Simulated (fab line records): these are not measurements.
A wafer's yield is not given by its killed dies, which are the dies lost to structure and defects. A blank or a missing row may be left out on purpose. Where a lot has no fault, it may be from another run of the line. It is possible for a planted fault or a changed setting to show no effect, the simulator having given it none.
fab line records -- flow nand_harc
record: lots: 12, wafers: 36, last_day: 34
route steps=1302 shown A_STAIRCASE@708
lots that met no fault: from a run of the same line without faults
start_h: the number of hours between the record's first day and the start of the first shown wafer of the lot -- wait_h: hours since the lot's step before -- " repeats the value in the row above -- L1.1+2: a single row standing in for several wafers -- - no value, or no start was given -- * or withheld: withheld -- < > ~ a bound
route shown NAME@n: names a module that has steps shown in the file, with the first one's number in the route -- usual: average and standard deviation across the fault-free wafers -- same: alike in all rows -- chamber/n: place in a boat -- sites: the reading at each site -- _std_site: the values' standard deviation -- _edge_site: outer sites' mean less inner sites' -- radius_mm: how far each site lies from the wafer's centre -- mask NAME#n: copy n -- behind: the most recent tool/chamber to have shaped the wafer -- hold: cause of the lot's hold/its duration in hours/its outcome -- device: names the non-switching transistor (n, p or np) -- end of line: tests of these same wafers at the route's end -- step lacking rows: just its recipe -- killed: count of dies lost to structure and defects at first sort (not the wafer's yield) -- map: a wafer's dies, x killed, . not, _ none there
set.NAME: the setting that was run; set.NAME@STEP: the one run at that earlier step -- model.NAME: the simulator's own value behind a step, which no gauge read
steps of the route over a sample of lots; a table a step, a row a wafer
services: when a tool's chamber went out of use (start_h, in hours from the record's first day, below 0 if earlier), for how many hours, and the reason
== steps ==
step: NHARC_A_STAIRCASE_ETCH_194
recipe: target_depth_a: 1000, time_s: 40.5, ion_energy_ev: 400, c4f8_flow_sccm: 20, o2_flow_sccm: 10, ar_flow_sccm: withheld, rf_w: 600, bias_w: 1000, chemistry: C4F8/O2
usual: oes_product_au: 0.947/0.011, rf_fwd_power_W: 590.8/3, rf_vpp_V: 896/5.1
lot.wafer,tool,chamber,start_h,wait_h,oes_product_au,rf_fwd_power_W,rf_hours_counter_h,rf_vpp_V
L586.2,rie_diel-01,1,362.81,-,0.941,592.1,46,896
L586.1,rie_diel-01,3,362.81,-,0.943,594.9,43,892
L586.5,rie_diel-01,0,362.81,-,0.946,586.0,-,887
L584.3,rie_diel-01,2,375.80,-,0.939,592.7,53,888
L584.4,rie_diel-01,0,375.80,-,0.952,586.7,47,886
L584.5,rie_diel-01,1,375.80,-,0.938,591.9,-,899
L588.2,rie_diel-11,2,387.86,-,0.955,589.1,44,899
L588.1,rie_diel-11,3,387.86,-,0.966,596.1,44,902
L588.4,rie_diel-11,3,387.86,-,0.958,595.2,-,902
L590.2,rie_diel-11,1,405.82,-,0.941,589.8,42,895
L590.1,rie_diel-11,2,405.82,-,0.945,593.3,49,901
L590.4,rie_diel-11,3,405.82,-,0.954,594.5,48,904
L595.4,rie_diel-01,3,470.02,-,0.845,498.0,27,893
L595.3,rie_diel-01,1,470.02,-,0.954,590.3,32,899
L595.5,rie_diel-01,0,470.02,-,0.966,586.7,-,906
L596.1,rie_diel-01,3,471.18,-,0.861,501.7,27,892
L596.6,rie_diel-01,1,471.18,-,0.948,591.3,-,897
L596.5,rie_diel-01,2,471.18,-,0.967,589.2,-,887
L602.4,rie_diel-08,0,528.03,-,0.945,596.5,46,898
L602.3,rie_diel-08,1,528.03,-,0.958,590.3,48,901
L602.6,rie_diel-08,2,528.03,-,0.959,588.0,-,894
L603.2,rie_diel-11,3,546.02,-,0.950,592.7,33,902
L603.4,rie_diel-11,0,546.02,-,0.938,586.1,33,897
L603.5,rie_diel-11,1,546.02,-,0.939,591.5,-,892
L604.3,rie_diel-11,3,549.16,-,0.941,593.6,34,903
L604.4,rie_diel-11,1,549.16,-,0.945,593.1,31,895
L604.1,rie_diel-11,2,549.16,-,0.951,590.5,33,898
L607.1,rie_diel-01,1,580.44,-,0.959,594.2,3,897
L607.2,rie_diel-01,3,580.44,-,0.932,594.4,5,892
L607.5,rie_diel-01,1,580.44,-,0.945,591.9,-,896
L606.1,rie_diel-08,0,580.81,-,0.971,593.1,9,898
L606.3,rie_diel-08,2,580.81,-,0.957,589.6,8,892
L606.6,rie_diel-08,3,580.81,-,0.956,589.2,-,894
L605.4,rie_diel-11,2,586.38,-,0.960,589.4,40,898
L605.3,rie_diel-11,0,586.38,-,0.938,589.1,44,896
L605.6,rie_diel-11,3,586.38,-,0.953,592.9,-,901
step: NHARC_A_STAIRCASE_ETCH_197
recipe: target_depth_a: 1000, time_s: 40.5, ion_energy_ev: 400, c4f8_flow_sccm: 20, o2_flow_sccm: 10, ar_flow_sccm: withheld, rf_w: 600, bias_w: 1000, chemistry: C4F8/O2
usual: oes_product_au: 0.952/0.016, rf_fwd_power_W: 590/3.1, rf_vpp_V: 897/4.9
lot.wafer,tool,chamber,start_h,wait_h,oes_product_au,rf_fwd_power_W,rf_hours_counter_h,rf_vpp_V
L586.1,rie_diel-08,1,-,-,0.948,592,57,901
L586.2,rie_diel-08,3,-,-,0.949,590,52,894
L586.5,rie_diel-08,1,-,-,0.948,591,-,901
L584.4,rie_diel-01,3,-,-,0.950,594,51,893
L584.3,rie_diel-01,2,-,-,0.954,589,53,889
L584.5,rie_diel-01,3,-,-,0.944,599,-,892
L588.2,rie_diel-11,0,-,-,0.944,587,40,897
L588.1,rie_diel-11,3,-,-,0.958,595,44,901
L588.4,rie_diel-11,3,-,-,0.967,594,-,902
L590.2,rie_diel-11,2,-,-,0.967,590,49,901
L590.1,rie_diel-11,3,-,-,0.949,592,49,902
L590.4,rie_diel-11,0,-,-,0.942,589,45,898
L595.3,rie_diel-11,0,-,-,0.923,586,10,898
L595.4,rie_diel-11,1,-,-,0.929,588,9,895
L595.5,rie_diel-11,3,-,-,0.931,595,-,904
L596.1,rie_diel-01,3,-,-,0.929,598,27,891
L596.6,rie_diel-01,0,-,-,0.938,586,-,907
L596.5,rie_diel-01,1,-,-,0.946,591,-,897
L602.3,rie_diel-11,3,-,-,0.962,594,26,902
L602.4,rie_diel-11,0,-,-,0.972,588,28,898
L602.6,rie_diel-11,3,-,-,0.965,590,-,903
L603.4,rie_diel-11,1,-,-,0.957,593,30,895
L603.2,rie_diel-11,2,-,-,0.957,591,32,898
L603.5,rie_diel-11,3,-,-,0.946,596,-,904
L604.1,rie_diel-11,1,-,-,0.951,592,31,896
L604.4,rie_diel-11,3,-,-,0.957,592,34,901
L604.3,rie_diel-11,0,-,-,0.958,590,34,895
L607.2,rie_diel-11,2,-,-,0.969,588,38,898
L607.1,rie_diel-11,0,-,-,0.979,586,42,896
L607.5,rie_diel-11,3,-,-,0.989,595,-,903
L606.3,rie_diel-01,1,-,-,0.981,593,3,898
L606.1,rie_diel-01,2,-,-,0.998,589,3,906
L606.6,rie_diel-01,1,-,-,0.991,593,-,896
L605.4,rie_diel-08,0,-,-,0.991,592,10,897
L605.3,rie_diel-08,3,-,-,0.981,587,9,892
L605.6,rie_diel-08,1,-,-,0.953,590,-,900
step: NHARC_A_STAIRCASE_TRIM_198
recipe: time_s: 211.2, o2_flow_sccm: 500, ar_flow_sccm: 0, bias_w: 0, chemistry: O2
usual: drypump_motor_current_A: 5.7/0.44, oes_product_au: 1.005/0.0098, rf_vpp_V: 58.0/0.87, showerhead_plenum_p_Torr: 3.55/0.13, throttle_valve_pct: 17.036/0.0096
lot.wafer,tool,chamber,start_h,wait_h,drypump_motor_current_A,oes_product_au,rf_hours_counter_h,rf_vpp_V,showerhead_plenum_p_Torr,throttle_valve_pct
L586.1,rie_diel-08,3,-,-,5.9,0.994,52,57.3,3.49,17.026
L586.2,rie_diel-08,1,-,-,5.6,0.990,57,58.5,3.66,17.037
L586.5,rie_diel-08,3,-,-,5.8,0.985,-,57.7,3.49,17.040
L584.3,rie_diel-01,0,-,-,5.5,1.007,47,57.3,3.26,17.054
L584.4,rie_diel-01,2,-,-,6.2,1.018,53,57.8,3.31,17.034
L584.5,rie_diel-01,0,-,-,5.5,1.010,-,57.6,3.26,17.033
L588.2,rie_diel-11,3,-,-,5.2,1.028,44,60.0,3.72,17.051
L588.1,rie_diel-11,2,-,-,5.4,1.008,45,57.5,3.63,17.019
L588.4,rie_diel-11,2,-,-,5.4,1.029,-,58.2,3.63,17.028
L590.2,rie_diel-11,0,-,-,6.7,1.001,45,60.1,3.56,17.020
L590.4,rie_diel-11,1,-,-,5.1,1.008,42,59.4,3.50,17.037
L590.1,rie_diel-11,2,-,-,5.4,1.008,49,58.1,3.62,17.037
L595.4,rie_diel-11,2,-,-,5.4,1.010,11,59.0,3.61,17.031
L595.3,rie_diel-11,3,-,-,5.3,0.999,13,57.3,3.70,17.040
L595.5,rie_diel-11,2,-,-,5.4,1.008,-,58.2,3.61,17.042
L596.1,rie_diel-01,3,-,-,5.7,0.996,27,57.0,3.40,17.049
L596.6,rie_diel-01,1,-,-,5.9,1.016,-,57.5,3.56,17.042
L596.5,rie_diel-01,2,-,-,6.2,1.005,-,57.3,3.30,17.046
L602.4,rie_diel-11,3,-,-,5.2,1.014,26,59.1,3.69,17.026
L602.3,rie_diel-11,1,-,-,5.1,0.996,24,56.8,3.48,17.036
L602.6,rie_diel-11,2,-,-,5.4,1.015,-,58.6,3.61,17.042
L603.2,rie_diel-11,0,-,-,6.6,1.014,33,57.3,3.54,17.031
L603.4,rie_diel-11,1,-,-,5.1,0.993,30,56.7,3.48,17.028
L603.5,rie_diel-11,0,-,-,6.7,1.013,-,57.6,3.54,17.045
L604.3,rie_diel-11,2,-,-,5.4,1.004,33,59.0,3.60,17.029
L604.4,rie_diel-11,0,-,-,6.7,1.008,34,57.0,3.54,17.031
L604.1,rie_diel-11,1,-,-,5.1,0.994,31,58.4,3.48,17.045
L607.2,rie_diel-11,3,-,-,5.3,1.018,43,58.4,3.69,17.046
L607.1,rie_diel-11,0,-,-,6.6,1.008,42,57.3,3.53,17.020
L607.5,rie_diel-11,2,-,-,5.4,1.012,-,57.6,3.60,17.036
L606.3,rie_diel-01,2,-,-,6.2,1.013,3,57.9,3.81,17.039
L606.1,rie_diel-01,3,-,-,5.7,1.000,5,56.9,3.39,17.033
L606.6,rie_diel-01,1,-,-,5.9,1.003,-,57.2,3.54,17.033
L605.3,rie_diel-08,1,-,-,5.6,0.999,11,59.1,3.61,17.045
L605.4,rie_diel-08,3,-,-,5.8,1.011,9,58.8,3.45,17.021
L605.6,rie_diel-08,0,-,-,5.4,1.023,-,57.6,3.55,17.040
step: NHARC_A_STAIRCASE_ETCH_201
recipe: target_depth_a: 1000, time_s: 40.5, ion_energy_ev: 400, c4f8_flow_sccm: 20, o2_flow_sccm: 10, ar_flow_sccm: withheld, rf_w: 600, bias_w: 1000, chemistry: C4F8/O2
usual: oes_product_au: 0.948/0.013, rf_fwd_power_W: 590.7/3, rf_vpp_V: 897/4.7
lot.wafer,tool,chamber,start_h,wait_h,oes_product_au,rf_fwd_power_W,rf_hours_counter_h,rf_vpp_V
L586.2,rie_diel-08,3,-,-,0.933,589.0,53,893
L586.1,rie_diel-08,0,-,-,0.936,592.4,57,898
L586.5,rie_diel-08,2,-,-,0.941,587.7,-,893
L584.4,rie_diel-01,0,-,-,0.940,585.0,47,887
L584.3,rie_diel-01,1,-,-,0.934,591.5,54,899
L584.5,rie_diel-01,2,-,-,0.953,591.0,-,888
L588.1,rie_diel-11,3,-,-,0.959,597.7,45,903
L588.2,rie_diel-11,2,-,-,0.943,586.3,45,899
L588.4,rie_diel-11,0,-,-,0.930,592.8,-,899
L590.2,rie_diel-11,0,-,-,0.953,589.4,45,897
L590.1,rie_diel-11,2,-,-,0.946,590.5,49,900
L590.4,rie_diel-11,3,-,-,0.950,593.5,49,904
L595.3,rie_diel-11,2,-,-,0.947,593.2,11,900
L595.4,rie_diel-11,3,-,-,0.948,594.7,13,903
L595.5,rie_diel-11,1,-,-,0.932,593.0,-,893
L596.1,rie_diel-01,1,-,-,0.963,588.8,32,897
L596.5,rie_diel-01,1,-,-,0.961,590.2,-,897
L596.6,rie_diel-01,2,-,-,0.965,592.4,-,887
L602.3,rie_diel-11,2,-,-,0.969,591.0,25,899
L602.4,rie_diel-11,0,-,-,0.949,588.2,28,897
L602.6,rie_diel-11,1,-,-,0.947,589.5,-,895
L603.4,rie_diel-11,0,-,-,0.957,589.9,33,897
L603.2,rie_diel-11,2,-,-,0.951,589.2,33,898
L603.5,rie_diel-11,0,-,-,0.946,587.7,-,894
L604.4,rie_diel-11,0,-,-,0.954,590.3,34,896
L604.1,rie_diel-11,1,-,-,0.949,590.7,31,895
L604.3,rie_diel-11,2,-,-,0.947,588.0,33,899
L607.2,rie_diel-11,2,-,-,0.955,591.2,39,899
L607.1,rie_diel-11,3,-,-,0.969,598.9,43,903
L607.5,rie_diel-11,0,-,-,0.960,590.1,-,895
L606.1,rie_diel-01,1,-,-,0.966,588.8,3,897
L606.3,rie_diel-01,2,-,-,0.970,590.8,4,906
L606.6,rie_diel-01,1,-,-,0.959,591.3,-,897
L605.4,rie_diel-08,2,-,-,0.953,586.6,9,893
L605.3,rie_diel-08,3,-,-,0.959,587.8,9,892
L605.6,rie_diel-08,1,-,-,0.953,590.9,-,899
== services ==
tool,chamber,start_h,hours,kind
rie_diel-01,3,341.35,4.0,repair
rie_diel-11,0,343.18,-,clean
rie_diel-11,1,343.18,-,clean
rie_diel-11,2,343.18,-,clean
rie_diel-11,3,343.18,-,clean
rie_diel-11,0,367.68,-,clean
rie_diel-11,1,367.68,-,clean
rie_diel-08,-,371.91,9.0,pm
rie_diel-11,2,374.60,5.1,repair
rie_diel-11,0,376.23,4.5,repair
rie_diel-11,1,382.95,10.2,repair
rie_diel-08,0,405.01,15.9,repair
rie_diel-01,2,406.95,6.4,repair
rie_diel-01,2,418.99,8.1,repair
rie_diel-08,0,432.64,2.7,repair
rie_diel-11,-,435.98,9.0,pm
rie_diel-01,3,461.79,1.3,repair
rie_diel-01,3,474.99,5.7,repair
rie_diel-08,1,481.25,4.0,repair
rie_diel-11,3,486.50,8.3,repair
rie_diel-08,-,498.61,5.7,repair
rie_diel-08,-,548.91,9.0,pm
rie_diel-01,-,557.90,9.0,pm
rie_diel-11,2,559.48,3.5,repair
== key ==
first_sign: step: NHARC_A_STAIRCASE_ETCH_194, reading: rf_fwd_power_W, direction: down, sigmas: 30, usual: *, struck: *
effect: step: NHARC_A_STAIRCASE_ETCH_194, reading: oes_product_au, direction: down, sigmas: 8.9, usual: 0.947, struck: 0.853
met_at NHARC_A_STAIRCASE_ETCH_194
struck_lots L595,L596
struck_wafers L595.4,L596.1
tester_left_out L595,L596
not_acting_at NHARC_A_STAIRCASE_ETCH_197,NHARC_A_STAIRCASE_TRIM_198,NHARC_A_STAIRCASE_ETCH_201
onset_between 362.81 470.02
fault: kind: process_parameter_drift, tool: rie_diel-01, chamber: 3, onset_h: 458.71, steps: NHARC_A_STAIRCASE_ETCH_194, channel: rf_w, offset: *, shape: step, end_h: 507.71, acts_in: *, stated: *
tester_left_out: of these lots the tester's yield and bins aren't shown, on N5 and GAA mostly nor the transistor test; their killed dies are dies lost to structure and defects alone, not to doping, threshold or leakage, so they don't give the yield
